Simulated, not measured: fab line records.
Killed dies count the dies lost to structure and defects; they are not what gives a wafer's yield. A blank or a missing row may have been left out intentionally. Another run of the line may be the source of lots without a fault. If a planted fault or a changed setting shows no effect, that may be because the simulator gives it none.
Which of the tools did it?	flow nand-harc	42 wafers from 14 lots sampled at 4 of the route's 1302 steps

WHAT EACH GAUGE READ, for each wafer
NHARC_A_ONON_D2_THK_MEAS_11: measures by ellipsometry. Usual: 1000 nm for thk-nm, sd 12.
lot	measured	on	thk-nm (nm)	flag
L746	day 12 12:11	film-metro-02	1008 1009 1008	
L747	day 13 11:06	film-metro-02	1014 1016 1015	
L748	day 14 07:49	film-metro-01	1000 1002 1003	
L758	day 18 13:40	film-metro-01	1010 1011 1011	
L760	day 18 20:13	film-metro-02	1001 1002 1002	
L761	day 19 10:43	film-metro-02	1007 1007 1006	
L762	day 19 19:50	film-metro-02	1020 1019 1021	
L764	day 20 09:30	film-metro-01	1014 1012 1013	
L765	day 20 09:25	film-metro-02	985 983 983	
L766	day 21 12:09	film-metro-01	984 985 984	
L767	day 21 12:07	film-metro-02	999 1000 998	
L768	day 22 11:19	film-metro-01	996 997 996	

NHARC_A_ONON_D2_THK_MEAS_27: measures by ellipsometry. Usual: 999 nm for thk-nm, sd 11.
lot	measured	on	thk-nm (nm)	flag
L746	day 12 21:50	film-metro-02	990 989 990	
L747	day 13 22:10	film-metro-01	995 996 995	
L748	day 14 17:32	film-metro-01	996 999 996	
L758	day 19 00:19	film-metro-01	1002 1001 1002	
L760	day 19 06:11	film-metro-01	1004 1003 1003	
L761	day 19 20:22	film-metro-02	1026 1025 1026	
L762	day 20 05:53	film-metro-02	989 990 989	
L764	day 20 16:26	film-metro-02	983 985 983	
L765	day 20 16:26	film-metro-01	998 1000 999	
L766	day 21 21:52	film-metro-02	1008 1007 1009	
L767	day 21 21:52	film-metro-01	1002 1005 1004	
L768	day 22 21:08	film-metro-02	1022 1020 1019	

EACH LOT AND THE TOOL THAT RAN IT (in order: tool; ch and the chambers of the sampled wafers; start)
lot	NHARC_A_CHANNEL_FILL_D1_ALD_14	NHARC_A_DECK1_JOINT_CMP_02
L746	ald-hk-02 ch 0,2,3, day 9 06:53	cmp-04 ch 1,2,3, day 12 09:12
L747	ald-hk-02 ch 0,1,3, day 10 00:54	cmp-02 ch 0,2,3, day 13 08:06
L748	ald-hk-04 ch 0,1,3, day 10 22:38	cmp-04 ch 1,2,3, day 14 04:52
L756	ald-hk-04 ch 0,3, day 13 12:25	cmp-03 ch 2,3, day 16 14:41
L755	ald-hk-03 ch 0,1,3, day 13 12:29	cmp-02 ch 0,1, day 16 14:41
L758	ald-hk-04 ch 0,1,2, day 15 10:13	cmp-03 ch 2,3, day 18 10:40
L760	ald-hk-02 ch 0,1,3, day 15 15:26	cmp-02 ch 0,1,3, day 18 17:13
L761	ald-hk-02 ch 0,2,3, day 16 02:29	cmp-03 ch 0,2, day 19 07:45
L762	ald-hk-04 ch 0,2,3, day 16 12:14	cmp-03 ch 0,1,2, day 19 16:51
L764	ald-hk-02 ch 0,1, day 17 04:58	cmp-03 ch 0,1,2, day 20 06:29
L765	ald-hk-04 ch 0,1,3, day 17 04:58	cmp-04 ch 0,1,2, day 20 06:25
L766	ald-hk-02 ch 0,1,3, day 18 06:23	cmp-03 ch 0,1, day 21 09:08
L767	ald-hk-02 ch 1,2,3, day 18 06:32	cmp-02 ch 0,2,3, day 21 09:09
L768	ald-hk-04 ch 0,3, day 18 13:40	cmp-03 ch 0,2, day 22 08:13
- NHARC_A_CHANNEL_FILL_D1_ALD_14: deposits SiO2, target thk 2.5 nm, pulse time 10 s, ald cycles 25.
- NHARC_A_DECK1_JOINT_CMP_02: polishes SiOx.

AS READ BY THE TOOLS THEMSELVES (means over the sampled wafers that have a number; for cases with no such wafer, the mark the record gives instead)
NHARC_A_CHANNEL_FILL_D1_ALD_14. Usual: heater-power-w 469 W, standard deviation 59; precursor-pulse-height-rel 1.003, standard deviation 0.019.
lot	tool	heater-power-w (W)	precursor-pulse-height-rel	flag
L746	ald-hk-02	508	1.014	
L747	ald-hk-02	464	1.024	
L748	ald-hk-04	462	0.993	
L756	ald-hk-04	492	0.995	
L755	ald-hk-03	453	1.005	
L758	ald-hk-04	440	1.024	
L760	ald-hk-02	468	1.003	
L761	ald-hk-02	508	0.996	
L762	ald-hk-04	468	0.998	
L764	ald-hk-02	422	1.011	
L765	ald-hk-04	479	0.989	
L766	ald-hk-02	448	0.999	
L767	ald-hk-02	521	0.998	
L768	ald-hk-04	490	1.017	

NHARC_A_DECK1_JOINT_CMP_02. Usual: edge-zone-pressure-frac 1.000, standard deviation 0.0054; motor-current-A 11.5 A, standard deviation 0.9.
lot	tool	edge-zone-pressure-frac	motor-current-A (A)	flag
L746	cmp-04	0.998	12.0	
L747	cmp-02	1.001	12.0	
L748	cmp-04	1.001	11.6	
L756	cmp-03	-	-	OFF
L755	cmp-02	-	-	OFF
L758	cmp-03	1.005	10.7	
L760	cmp-02	0.995	12.2	
L761	cmp-03	1.002	11.7	
L762	cmp-03	1.001	11.2	
L764	cmp-03	0.997	11.2	
L765	cmp-04	1.002	10.9	
L766	cmp-03	1.005	11.6	
L767	cmp-02	1.001	11.9	
L768	cmp-03	0.999	11.8	

THE ANSWER, worked out from the rows above alone
Rule: lot off if the mean of its wafers having a number is beyond 3 standard deviations from the usual mean. Also off: a lot with no number at a reading for which 4 or more lots have one. All remaining lots with rows at the step are treated as sound. After the gauges, taken in route order, come the tools' own readings; for these a lot's mean is taken, as printed above. The first step at which some lot is off is used, and at that step the reading that is off furthest; a lot without a number counts as furthest.
Off at NHARC_A_DECK1_JOINT_CMP_02 (edge-zone-pressure-frac): L756, L755. Without a number there: L756, L755.
If a tool, at that step or one of the process steps before it, ran each lot that is off and ran no sound lot following the first of them, it fits. Of those tried, none fits.

WHAT THE SIMULATOR HAD PUT IN
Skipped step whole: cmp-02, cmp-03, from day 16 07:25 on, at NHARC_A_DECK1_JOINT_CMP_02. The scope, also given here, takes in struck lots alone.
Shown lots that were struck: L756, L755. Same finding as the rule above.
